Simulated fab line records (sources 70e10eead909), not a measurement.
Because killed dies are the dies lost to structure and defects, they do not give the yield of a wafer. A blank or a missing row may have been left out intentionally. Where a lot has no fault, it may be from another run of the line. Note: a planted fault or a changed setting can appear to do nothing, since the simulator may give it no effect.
fab line records	flow nandHarc
record: lots: 7	wafers: 21	lastDay: 32
route steps=1302 shown A_SLIT@932 A_SIN_REMOVE@947 A_WL_FILL@952 END@1302
lots that met no fault: from a run of the same line without faults
startH: hours from the record's first day to the start of the lot's first wafer shown	waitH: hours from the lot's prior step to this one	" repeats the value in the row above	L1.1+2: one row covering several wafers at once	- no value, or no start was given	* or withheld: withheld	< > ~ a bound
route shown NAME@n: a module of which the file shows steps, and the number in the route of the first	usual: average and standard deviation across the fault-free wafers	same: alike in all rows	chamber/n: place in a boat	sites: each site's reading	_std_site: the standard deviation of these	_edge_site: outer sites' mean less inner sites'	radiusMm: for every site, how far away it sits from the centre of the wafer	mask NAME#n: copy n	behind: the tool/chamber that last shaped the wafer	hold: cause of the lot's hold/its duration in hours/its outcome	device: the n, p or np transistor that did not switch	end of line: the tests these same wafers got at the end of their route	a step given without rows: its recipe and nothing more	killed: not the wafer's yield, but the dies lost to structure and defects at the first sort	map: shows each die of a wafer: x if killed, . if not, _ if none is there
set.NAME: the run value of the setting; set.NAME@STEP: its run value at that earlier step	model.NAME: the simulator's own value behind a step, which no gauge read
lots at selected steps of the route; one table per step, one row per wafer
services: when a tool's chamber went out of use (startH, in hours from the record's first day, below 0 if earlier), for how many hours, and the reason
== steps ==
step: NHARC_A_SLIT_DEVELOP_08
recipe: developTimeS: 35	devTempC: 23
step: NHARC_A_SLIT_CD_MEAS_09
recipe: targetCdNm: 300	landingEnergyEv: 500
usual: cdNm: 299.9/0.44
lot.wafer	tool	chamber	startH	waitH	cdNm
L270.1	cdSem-01	0	495.98	-	300.0
L270.4	"	0	"	"	299.8
L270.5	"	0	"	"	300.7
L271.2	cdSem-03	0	499.15	-	300.3
L271.3	"	0	"	"	300.2
L271.6	"	0	"	"	300.3
L272.2	cdSem-03	0	505.47	-	299.2
L272.3	"	0	"	"	299.1
L272.5	"	0	"	"	299.5
L279.1	cdSem-02	0	576.82	-	300.2
L279.3	"	0	"	"	300.4
L279.5	"	0	"	"	299.9
L283.4	cdSem-02	0	600.86	-	300.0
L283.5	"	0	"	"	299.9
L283.6	"	0	"	"	300.3
L286.3	cdSem-01	0	629.14	-	300.4
L286.5	"	0	"	"	300.3
L286.6	"	0	"	"	300.6
L288.1	cdSem-03	0	661.26	-	299.2
L288.3	"	0	"	"	299.4
L288.6	"	0	"	"	299.7
step: NHARC_A_SLIT_OVL_MEAS_10
usual: overlayXNm: 0.3/0.89	overlayYNm: 0.2/0.88
lot.wafer	tool	chamber	startH	waitH	overlayXNm	overlayYNm
L270.1	overlay-01	-	496.07	-	1.3	-0.1
L270.4	"	-	"	"	1.0	-0.1
L270.5	"	-	"	"	1.3	0.1
L271.2	overlay-02	-	499.24	-	0.6	1.8
L271.3	"	-	"	"	0.8	1.6
L271.6	"	-	"	"	0.9	1.6
L272.2	overlay-01	-	505.56	-	1.1	0.9
L272.3	"	-	"	"	0.9	0.7
L272.5	"	-	"	"	0.9	1.1
L279.1	overlay-01	-	576.91	-	-0.5	-1.3
L279.3	"	-	"	"	-0.1	-1.5
L279.5	"	-	"	"	-0.6	-0.9
L283.4	overlay-01	-	600.94	-	-0.7	0.9
L283.5	"	-	"	"	-1.0	1.1
L283.6	"	-	"	"	-0.4	0.4
L286.3	overlay-02	-	629.22	-	2.2	-0.2
L286.5	"	-	"	"	1.8	-0.3
L286.6	"	-	"	"	1.7	-0.9
L288.1	overlay-02	-	661.34	-	0.2	0.8
L288.3	"	-	"	"	0.2	1.1
L288.6	"	-	"	"	0.0	1.1
step: NHARC_A_SLIT_INSPECT_11
usual: rawDefectCount: 58/31
lot.wafer	tool	chamber	startH	waitH	rawDefectCount
L270.1	defectInspect-02	-	496.11	0.0	33
L270.4	"	-	"	"	24
L270.5	"	-	"	"	29
L271.2	defectInspect-01	-	499.27	0.0	116
L271.3	"	-	"	"	119
L271.6	"	-	"	"	133
L272.2	defectInspect-01	-	505.59	0.0	63
L272.3	"	-	"	"	69
L272.5	"	-	"	"	68
L279.1	defectInspect-02	-	576.94	0.0	35
L279.3	"	-	"	"	29
L279.5	"	-	"	"	41
L283.4	defectInspect-01	-	600.98	0.0	32
L283.5	"	-	"	"	22
L283.6	"	-	"	"	25
L286.3	defectInspect-02	-	629.26	0.0	71
L286.5	"	-	"	"	74
L286.6	"	-	"	"	64
L288.1	defectInspect-02	-	661.38	0.0	26
L288.3	"	-	"	"	35
L288.6	"	-	"	"	29
step: NHARC_A_SLIT_DESCUM_14
recipe: timeS: 3	o2FlowSccm: 200	arFlowSccm: 0	biasPowerW: 0	chemistry: O2
step: NHARC_A_SLIT_ETCH_24
recipe: targetDepthA: 1210	timeS: 60.5	cf4FlowSccm: 100	chf3FlowSccm: 30	arFlowSccm: 0	rfW: 500	biasW: 200	chemistry: CF4/CHF3
usual: chamberPressureMTorr: 25.001/0.024	drypumpMotorCurrentA: 5.7/0.43	oesProductAu: 0.962/0.012	rfVppV: 370.7/1.9	showerheadPlenumPTorr: 1.58/0.051	throttleValvePct: 16.802/0.009
lot.wafer	tool	chamber	startH	waitH	chamberPressureMTorr	drypumpMotorCurrentA	oesProductAu	rfHoursCounterH	rfVppV	showerheadPlenumPTorr	throttleValvePct
L270.1	rieDiel-04	0	496.26	0.1	24.983	5.8	0.955	8.1	366.6	1.50	16.796
L270.4	"	1	"	"	25.043	6.2	0.951	7.6	369.9	1.55	16.799
L270.5	"	3	"	"	24.980	5.2	0.962	-	372.6	1.63	16.805
L271.2	rieDiel-06	3	499.43	0.1	24.982	6.1	0.970	0.6	372.2	1.63	16.789
L271.3	"	0	"	"	24.987	4.7	0.963	0.6	368.7	1.54	16.789
L271.6	"	2	"	"	24.995	5.8	0.956	-	371.2	1.61	16.806
L272.3	rieDiel-08	1	505.74	0.1	25.024	5.5	0.954	5.3	368.2	1.52	16.811
L272.2	"	0	"	"	25.006	5.9	0.984	6.6	373.4	1.67	16.805
L272.5	"	1	"	"	25.026	5.4	0.952	-	367.9	1.52	16.806
L279.1	rieDiel-06	1	577.09	0.1	25.029	6.0	0.974	6.5	372.8	1.59	16.803
L279.3	"	3	"	"	25.035	6.0	0.953	6.1	372.6	1.63	16.801
L279.5	"	1	"	"	25.030	6.0	0.968	-	371.3	1.59	16.798
L283.4	rieDiel-04	3	601.12	0.1	25.003	5.1	0.953	3.4	373.0	1.63	16.812
L283.6	"	3	"	"	24.968	5.1	0.963	-	372.3	1.63	16.801
L283.5	"	0	"	"	25.006	5.9	0.964	-	367.6	1.50	16.812
L286.3	rieDiel-06	1	629.43	0.1	24.974	6.0	0.967	9.1	370.8	1.59	16.782
L286.6	"	1	"	"	24.975	6.0	0.959	-	371.2	1.59	16.802
L286.5	"	2	"	"	25.002	5.8	0.962	-	373.4	1.61	16.793
L288.1	rieDiel-04	0	661.53	0.1	25.032	5.8	0.982	5.5	367.0	1.50	16.818
L288.3	"	1	"	"	24.982	6.1	0.965	5.8	369.2	1.55	16.797
L288.6	"	1	"	"	25.036	6.2	0.969	-	370.1	1.55	16.792
step: NHARC_A_SLIT_ETCH_15
recipe: targetDepthA: 62000	overEtchFrac: 0.3	timeS: 1612	ionEnergyEv: 150	o2FlowSccm: 400	cosFlowSccm: 20	arFlowSccm: 0	rfW: 500	biasW: 300	chemistry: O2/COS
step: NHARC_A_SLIT_ETCH_17
recipe: biasV: 900	sourceW: withheld	pressureMtorr: 20	arFlowSccm: 375	c4f8FlowSccm: 83.3	o2FlowSccm: 41.7	timeS: 4254.5	targetDepthA: 2.03e+05	chemistry: C4F8/O2/Ar
usual: chamberPressureMTorr: 19.999/0.018	drypumpMotorCurrentA: 6.1/0.32	showerheadPlenumPTorr: 3.71/0.17	throttleValvePct: 32.045/0.0083
lot.wafer	tool	chamber	startH	waitH	chamberPressureMTorr	drypumpMotorCurrentA	rfHoursCounterH	showerheadPlenumPTorr	throttleValvePct
L270.1	harEtch-02	1	497.41	-	19.961	5.7	58	3.91	32.047
L270.4	"	0	499.24	-	19.965	6.5	-	3.86	32.063
L270.5	"	0	500.46	-	20.034	6.6	-	3.86	32.049
L271.2	harEtch-02	0	501.86	-	19.998	6.5	61	3.86	32.040
L271.3	"	0	503.07	-	19.983	6.5	-	3.86	32.060
L271.6	"	1	"	"	19.988	5.7	-	3.91	32.054
L272.2	harEtch-01	0	510.78	-	19.989	6.2	284	3.49	32.045
L272.3	"	1	"	"	20.016	5.9	-	3.63	32.042
L272.5	"	1	512.60	-	19.998	5.9	-	3.63	32.048
L279.1	harEtch-02	0	578.87	-	20.017	6.6	107	3.83	32.057
L279.3	"	1	"	"	19.985	5.7	-	3.88	32.044
L279.5	"	1	580.70	-	20.010	5.7	-	3.88	32.058
L283.4	harEtch-02	0	603.52	-	19.992	6.5	-	3.83	32.055
L283.6	"	0	604.74	-	20.003	6.5	-	3.83	32.039
L283.5	"	1	"	"	19.990	5.7	-	3.87	32.050
L286.3	harEtch-02	1	632.11	-	19.978	5.7	-	3.86	32.044
L286.5	"	1	633.32	-	19.984	5.7	-	3.86	32.052
L286.6	"	0	"	"	19.980	6.5	-	3.82	32.039
L288.1	harEtch-01	1	662.70	-	20.013	5.9	372	3.58	32.050
L288.3	"	1	663.89	-	20.023	5.9	-	3.58	32.052
L288.6	"	0	665.69	-	20.010	6.1	-	3.44	32.046
step: NHARC_A_SLIT_ETCH_26
recipe: biasV: 400	sourceW: 2000	pressureMtorr: 25	timeS: 90	arFlowSccm: 375	c4f8FlowSccm: 41.7	o2FlowSccm: 83.3	targetDepthA: 4000	chemistry: C4F8/O2/Ar
usual: biasV: 401/4.3	chamberPressureMTorr: 25.003/0.024	drypumpMotorCurrentA: 6.1/0.32	showerheadPlenumPTorr: 3.75/0.17	throttleValvePct: 27.619/0.0094
lot.wafer	tool	chamber	startH	waitH	biasV	chamberPressureMTorr	drypumpMotorCurrentA	rfHoursCounterH	showerheadPlenumPTorr	throttleValvePct
L270.1	harEtch-02	1	501.07	3.0	399	25.041	5.7	61	3.94	27.612
L270.4	"	0	"	"	394	25.008	6.5	-	3.90	27.609
L270.5	"	0	"	"	395	25.013	6.6	-	3.90	27.631
L271.2	harEtch-02	0	504.92	2.5	400	25.019	6.6	64	3.90	27.615
L271.3	"	0	"	"	402	25.002	6.6	-	3.90	27.634
L271.6	"	1	"	"	402	24.961	5.8	-	3.94	27.627
L272.2	harEtch-01	0	513.85	2.5	398	24.926	6.2	287	3.51	27.620
L272.3	"	1	"	"	401	24.991	5.9	-	3.66	27.602
L272.5	"	1	"	"	402	25.003	5.9	-	3.66	27.613
L279.1	harEtch-02	0	581.95	2.5	401	25.005	6.5	110	3.87	27.603
L279.3	"	1	"	"	404	25.001	5.7	-	3.92	27.627
L279.5	"	1	"	"	402	24.994	5.7	-	3.92	27.635
L283.4	harEtch-02	0	606.02	1.9	403	25.057	6.5	-	3.86	27.625
L283.6	"	0	"	"	401	25.031	6.5	-	3.86	27.619
L283.5	"	1	"	"	397	25.029	5.7	-	3.91	27.624
L286.3	harEtch-02	1	634.60	1.9	402	24.997	5.7	-	3.90	27.627
L286.5	"	1	"	"	404	24.989	5.7	-	3.90	27.604
L286.6	"	0	"	"	400	24.987	6.6	-	3.85	27.606
L288.1	harEtch-01	1	666.28	3.0	400	25.013	5.9	375	3.61	27.600
L288.3	"	1	"	"	399	25.014	5.9	-	3.61	27.631
L288.6	"	0	"	"	404	24.974	6.2	-	3.46	27.627
step: NHARC_A_SLIT_STRIP_28
recipe: o2FlowSccm: 400	cosFlowSccm: 20	arFlowSccm: 0	biasW: 0	chemistry: O2/COS
step: NHARC_A_SLIT_ETCH_29
recipe: targetDepthA: 1000	overetchA: 100	timeS: 55	ionEnergyEv: 100	cf4FlowSccm: 80	o2FlowSccm: 20	arFlowSccm: 0	rfW: 300	biasW: 100	chemistry: CF4/O2
usual: chamberPressureMTorr: 29.995/0.026	drypumpMotorCurrentA: 5.7/0.4	oesProductAu: 0.999/0.008	rfVppV: 197.9/1.3	showerheadPlenumPTorr: 1.34/0.046	throttleValvePct: 13.398/0.0082
lot.wafer	tool	chamber	startH	waitH	chamberPressureMTorr	drypumpMotorCurrentA	oesProductAu	rfHoursCounterH	rfVppV	showerheadPlenumPTorr	throttleValvePct
L270.4	rieDiel-06	0	501.95	0.1	30.009	4.7	0.996	1.5	197.3	1.30	13.398
L270.1	"	3	"	"	30.052	6.0	0.995	1.6	200.0	1.38	13.402
L270.5	"	1	"	"	30.010	6.0	1.015	-	198.9	1.35	13.401
L271.3	rieDiel-06	2	505.77	0.1	29.992	5.8	0.989	1.7	199.2	1.36	13.402
L271.2	"	1	"	"	30.001	6.0	0.992	1.7	196.8	1.35	13.399
L271.6	"	3	"	"	29.978	6.0	0.994	-	197.8	1.38	13.414
L272.2	rieDiel-04	2	514.71	0.1	30.021	5.6	0.991	8.7	198.7	1.37	13.393
L272.3	"	3	"	"	29.977	5.1	0.995	8.2	199.1	1.39	13.380
L272.5	"	2	"	"	30.036	5.6	0.992	-	197.8	1.37	13.417
L279.1	rieDiel-06	0	582.81	0.1	29.982	4.7	0.996	7.4	197.4	1.30	13.405
L279.3	"	1	"	"	29.984	6.0	0.993	7.1	198.4	1.35	13.404
L279.5	"	0	"	"	30.005	4.7	0.990	-	196.9	1.30	13.408
L283.4	rieDiel-08	0	606.86	0.1	29.967	5.8	1.002	2.8	198.7	1.41	13.393
L283.6	"	2	"	"	30.016	5.5	1.009	-	196.4	1.27	13.396
L283.5	"	3	"	"	30.009	6.1	1.003	-	197.0	1.34	13.403
L286.3	rieDiel-08	2	635.43	0.1	30.029	5.5	1.007	4.6	197.4	1.27	13.400
L286.5	"	1	"	"	30.012	5.5	1.001	-	196.3	1.29	13.402
L286.6	"	2	"	"	30.024	5.4	1.001	-	198.1	1.27	13.401
L288.1	rieDiel-04	3	667.18	0.1	29.984	5.2	0.988	6.6	199.2	1.38	13.385
L288.3	"	0	"	"	29.993	5.8	1.002	6.5	196.4	1.27	13.402
L288.6	"	1	"	"	30.066	6.2	0.995	-	196.8	1.31	13.383
step: NHARC_A_SLIT_STRIP_18
recipe: o2FlowSccm: 500	arFlowSccm: 0	biasW: 0	chemistry: O2
step: NHARC_A_SLIT_PRECLEAN_19
recipe: timeS: *	tempC: 50	bathAgeMin: 0	chemistry: SC1
lot.wafer	tool	chamber	startH	waitH
L270.5+1+4	wetBench-06	6,1,3	502.34	-
L271.2+6+3	wetBench-06	4,7,0	506.18	-
L272.3+5+2	wetBench-06	7,0,1	515.10	-
L279.5+3+1	wetBench-04	5,6,1	583.20	-
L283.4+6+5	wetBench-06	5,6,7	607.25	-
L286.3+6+5	wetBench-04	7,0,1	635.82	-
L288.6+1+3	wetBench-06	1,2,3	667.59	-
step: NHARC_A_SLIT_SRD_20
step: NHARC_A_SLIT_CD_MEAS_21
usual: cdNm: 289.3/0.7
lot.wafer	tool	chamber	startH	waitH	cdNm
L270.1	cdSem-03	-	502.48	-	288.3
L270.4	"	-	"	"	288.6
L270.5	"	-	"	"	288.8
L271.2	cdSem-01	-	506.31	-	289.4
L271.3	"	-	"	"	289.8
L271.6	"	-	"	"	289.3
L272.2	cdSem-02	-	515.24	-	289.0
L272.3	"	-	"	"	289.1
L272.5	"	-	"	"	288.7
L279.1	cdSem-02	-	583.34	-	288.8
L279.3	"	-	"	"	288.4
L279.5	"	-	"	"	288.6
L283.4	cdSem-02	-	607.39	-	289.4
L283.5	"	-	"	"	290.0
L283.6	"	-	"	"	289.7
L286.3	cdSem-03	-	635.96	-	288.4
L286.5	"	-	"	"	288.0
L286.6	"	-	"	"	288.2
L288.1	cdSem-02	-	667.71	-	289.3
L288.3	"	-	"	"	289.5
L288.6	"	-	"	"	290.2
step: NHARC_A_SIN_REMOVE_WET_00
recipe: tempC: 160	timeS: 15300	chemistry: H3PO4
step: NHARC_A_SIN_REMOVE_PRECLEAN_01
recipe: timeS: *	tempC: 50	bathAgeMin: 0	chemistry: SC1
step: NHARC_A_SIN_REMOVE_SRD_02
step: NHARC_A_SIN_REMOVE_INSPECT_04
usual: rawDefectCount: 374/84
lot.wafer	tool	chamber	startH	waitH	rawDefectCount
L270.1	defectInspect-01	-	508.74	0.0	1687
L270.4	"	-	"	"	1816
L270.5	"	-	"	"	1737
L271.2	defectInspect-02	-	513.31	0.0	1746
L271.3	"	-	"	"	1746
L271.6	"	-	"	"	1828
L272.2	defectInspect-01	-	521.93	0.0	1730
L272.3	"	-	"	"	2006
L272.5	"	-	"	"	1788
L279.1	defectInspect-01	-	589.76	0.0	332
L279.3	"	-	"	"	277
L279.5	"	-	"	"	293
L283.4	defectInspect-01	-	614.12	0.0	281
L283.5	"	-	"	"	278
L283.6	"	-	"	"	358
L286.3	defectInspect-02	-	642.07	0.0	268
L286.5	"	-	"	"	308
L286.6	"	-	"	"	262
L288.1	defectInspect-02	-	674.29	0.0	384
L288.3	"	-	"	"	352
L288.6	"	-	"	"	306
step: NHARC_A_WL_FILL_ALD_00
recipe: targetThkA: 30	pulseTimeS: 3	aldCycles: 30	tempC: 300	material: Al2O3
usual: heaterPowerW: 460/44	precursorPulseHeightRel: 0.997/0.019
lot.wafer	tool	chamber	startH	waitH	heaterPowerW	precursorPulseHeightRel
L270.1	aldHk-02	3	508.85	0.1	531	0.998
L270.4	"	0	"	"	431	0.990
L270.5	"	2	"	"	526	0.974
L271.2	aldHk-02	0	513.40	0.1	435	0.985
L271.3	"	1	"	"	450	1.007
L271.6	"	3	"	"	534	0.984
L272.3	aldHk-02	3	522.02	0.1	524	1.033
L272.2	"	1	"	"	464	0.989
L272.5	"	2	"	"	528	0.996
L279.3	aldHk-02	2	589.85	0.1	500	0.985
L279.1	"	3	"	"	528	0.989
L279.5	"	1	"	"	461	0.979
L283.4	aldHk-01	3	614.42	0.3	405	1.012
L283.5	"	0	"	"	394	0.978
L283.6	"	1	"	"	521	0.991
L286.3	aldHk-04	2	642.19	0.1	437	0.980
L286.6	"	0	"	"	449	0.985
L286.5	"	1	"	"	452	0.973
L288.1	aldHk-04	1	674.36	0.1	450	0.975
L288.3	"	0	"	"	463	0.972
L288.6	"	2	"	"	447	0.983
step: NHARC_END_SORT_01
recipe: tempC: 25
usual: killedAtArray: 56/21	killedAtOther: 1.2/1.6	killedAtPeriphery: 3.7/2.5	killedDies: 61/21	killedOpen: 3.1/1.8	killedShort: 2.8/1.7
same: grossDies: 677
lot.wafer	tool	chamber	startH	waitH	killedAtArray	killedAtOther	killedAtPeriphery	killedDies	killedOpen	killedShort
L271.2	prober-01	0	601.64	2.8	168	1	4	173	4	1
L271.3	prober-01	0	602.44	3.1	121	4	4	129	3	2
L271.6	prober-01	0	604.82	4.0	171	0	5	176	5	1
L270.1	prober-02	0	608.41	2.5	73	0	7	80	6	4
L270.4	prober-02	0	610.81	3.4	128	0	1	129	2	1
L270.5	prober-02	0	611.60	3.7	135	0	1	136	2	2
L272.2	prober-01	0	621.08	2.8	92	1	3	96	2	0
L272.3	prober-01	0	621.89	3.1	173	0	4	177	3	2
L272.5	prober-01	0	623.51	3.7	177	0	6	183	3	5
killed by level:class
L271.2 A_SLIT:unspecified=97 A_CHANNEL_HOLE_D1:chamberFilmFlake=32 A_CHANNEL_HOLE_D2:chamberFilmFlake=28 P_M1:geometricParticle:open=3 A_SLIT:chamberFilmFlake=3 A_STAIRCASE:chamberFilmFlake=3 P_GATE:geometricParticle:short=1 A_ONON_D1:geometricParticle:open=1
L271.3 A_SLIT:unspecified=96 A_CHANNEL_HOLE_D1:chamberFilmFlake=14 A_CHANNEL_HOLE_D2:chamberFilmFlake=6 THIN_TSV:chamberFilmFlake=4 P_ZERO_WELL:chamberFilmFlake=2 P_STI:geometricParticle:open=1 P_GATE:geometricParticle:short=1 A_CHANNEL_HOLE_D1:geometricParticle:short=1
L271.6 A_SLIT:unspecified=105 A_CHANNEL_HOLE_D2:chamberFilmFlake=31 A_CHANNEL_HOLE_D1:chamberFilmFlake=28 P_M0:geometricParticle:open=3 A_DECK1_JOINT:chamberFilmFlake=2 A_CONTACT:chamberFilmFlake=2 P_GATE:geometricParticle:open=1 A_CHANNEL_HOLE_D1:geometricParticle:open=1
L270.1 A_SLIT:unspecified=47 A_CHANNEL_HOLE_D2:chamberFilmFlake=9 A_STAIRCASE:chamberFilmFlake=6 A_CHANNEL_HOLE_D1:chamberFilmFlake=3 P_GATE:geometricParticle:short=2 A_CHANNEL_FILL_D1:geometricParticle:open=2 P_BONDPAD:chamberFilmFlake=2 P_GATE:geometricParticle:open=1
L270.4 A_SLIT:unspecified=105 A_STAIRCASE:chamberFilmFlake=8 A_CHANNEL_HOLE_D2:chamberFilmFlake=6 A_CHANNEL_HOLE_D1:chamberFilmFlake=4 A_CONTACT:chamberFilmFlake=2 A_ONON_D1:geometricParticle:open=1 A_DECK1_JOINT:geometricParticle:open=1 A_CONTACT:geometricParticle:short=1
L270.5 A_SLIT:unspecified=109 A_CHANNEL_HOLE_D2:chamberFilmFlake=8 A_STAIRCASE:chamberFilmFlake=7 A_CONTACT:chamberFilmFlake=4 A_SLIT:chamberFilmFlake=2 P_M0:geometricParticle:open=1 A_CHANNEL_FILL_D1:geometricParticle:short=1 A_DECK1_JOINT:geometricParticle:short=1
L272.2 A_SLIT:unspecified=45 A_CHANNEL_HOLE_D1:chamberFilmFlake=21 A_SLIT:chamberFilmFlake=15 A_CHANNEL_HOLE_D2:chamberFilmFlake=6 P_M2:chamberFilmFlake=2 A_CHANNEL_FILL_D1:geometricParticle:open=1 A_BLC:geometricParticle:open=1 P_STI:chamberFilmFlake=1
L272.3 A_SLIT:unspecified=103 A_CHANNEL_HOLE_D1:chamberFilmFlake=33 A_SLIT:chamberFilmFlake=23 A_CHANNEL_HOLE_D2:chamberFilmFlake=9 P_GATE:geometricParticle:open=1 P_M1:geometricParticle:open=1 P_M1:geometricParticle:short=1 A_ONON_D1:geometricParticle:short=1
L272.5 A_SLIT:unspecified=104 A_CHANNEL_HOLE_D1:chamberFilmFlake=31 A_SLIT:chamberFilmFlake=25 A_CHANNEL_HOLE_D2:chamberFilmFlake=4 P_ZERO_WELL:chamberFilmFlake=2 P_M2:chamberFilmFlake=2 A_DECK1_JOINT:chamberFilmFlake=2 A_STAIRCASE:chamberFilmFlake=2
map L270.5 (x killed, . not)
____________.____________
_________......._________
_______..........._______
______.............______
_____..............._____
____.................____
____...............x.____
___.........x.........___
___...........x.......___
__.....................__
__.....................__
_......................._
_......................._
_......................._
_..........x.....x......_
_xx....................._
....xxxxx...........x....
...xxxxx.x..............x
...xxxxxx.x..............
...xxxxxxx.x.............
..xxxxxxxxx...........x..
_xxxxxxxxxx............._
_.xxxxxxxx........x....._
_.xxxxxxxxxx........xx.._
_.xxxxxxxxx...x........._
_.xxxxxxxxx....x........_
__xxxxxxxxx............__
__.xxxxxxx....x........__
___x.xxxxx............___
___xxxxx..............___
____..xxxx.....x.....____
____...xx............____
_____.x.x.x........._____
______..x........x.______
_______..........._______
_________......._________
____________.____________
map L271.6 (x killed, . not)
____________.____________
_________......x_________
_______....x...x.._______
______........xxx..______
_____.........xxxxx._____
____........x.xx.x...____
____........xxxxxx...____
___.........xxxxx.....___
___.........xxxxxx....___
__..........xxxxxx.....__
__............xxxx.....__
_..........xxx.xxxxx...._
_...........x.xxx......._
_.............xxx......._
_............x..x......._
_......................._
.........................
.........................
..........x..............
.............x..x.x......
............x.xx.........
_...........xxxx........_
_........x.xxxxxxxxx...._
_..........xxxxxxxx....._
_..........xxxxxxxxx...._
_....x....xxxxxxxxxx...._
__........xxxxxxxxx....__
__x......x.xxxxxxxxx...__
___....x...xxxxxxxxxx.___
___.......xxxxxxxxxx..___
____.....x.xxxxxxx...____
____....x..xxxxxxxx..____
_____.....xx.xx.x.x._____
______........xx.x.______
_______........x.._______
_________......._________
____________.____________
== services ==
tool	chamber	startH	hours	kind
aldHk-01	-	476.03	10.0	pm
rieDiel-08	2	478.28	7.9	repair
rieDiel-06	-	484.20	9.0	pm
rieDiel-06	0	484.20	9.0	ventCycle
rieDiel-06	1	484.20	9.0	ventCycle
rieDiel-06	2	484.20	9.0	ventCycle
rieDiel-06	3	484.20	9.0	ventCycle
aldHk-04	-	487.39	0.2	repair
rieDiel-06	0	493.20	-	clean
rieDiel-06	1	493.20	-	clean
rieDiel-06	-	500.69	0.4	repair
rieDiel-04	0	522.14	4.0	repair
aldHk-02	-	527.46	10.0	pm
rieDiel-04	-	532.06	9.0	pm
rieDiel-08	-	545.47	9.0	pm
wetBench-06	-	546.22	8.0	pm
wetBench-04	-	588.12	8.0	pm
aldHk-04	-	613.83	10.0	pm
rieDiel-06	0	618.48	38.4	repair
aldHk-01	-	626.83	2.3	repair
wetBench-06	-	637.23	1.5	repair
aldHk-04	-	645.40	1.2	repair
aldHk-02	-	646.58	0.5	repair
rieDiel-06	-	661.20	9.0	pm
== key ==
firstSign: step: NHARC_A_SIN_REMOVE_INSPECT_04	reading: rawDefectCount	direction: up	sigmas: 17	usual: 374	struck: 1787
effect: step: NHARC_END_SORT_01	reading: killedAtArray	direction: up	sigmas: 3.9	usual: 56	struck: 138
moreKillsBornAt: NHARC_A_SLIT_PRECLEAN_19@wetBench-06: 811
metAt NHARC_A_SLIT_PRECLEAN_19
struckWafers L270.1,L270.4,L270.5,L271.2,L271.3,L271.6,L272.2,L272.3,L272.5
testerLeftOut L270,L271,L272
fault: kind: chamberParticleSource	tool: wetBench-06	chamber: -	onsetH: 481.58	steps: NHARC_A_SLIT_PRECLEAN_19	ratePerVisitCm2: 2.1437	endH: 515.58
testerLeftOut: of these lots the tester's yield and bins aren't shown, on N5 and GAA mostly nor the transistor test; their killed dies are dies lost to structure and defects alone, not to doping, threshold or leakage, so they don't give the yield
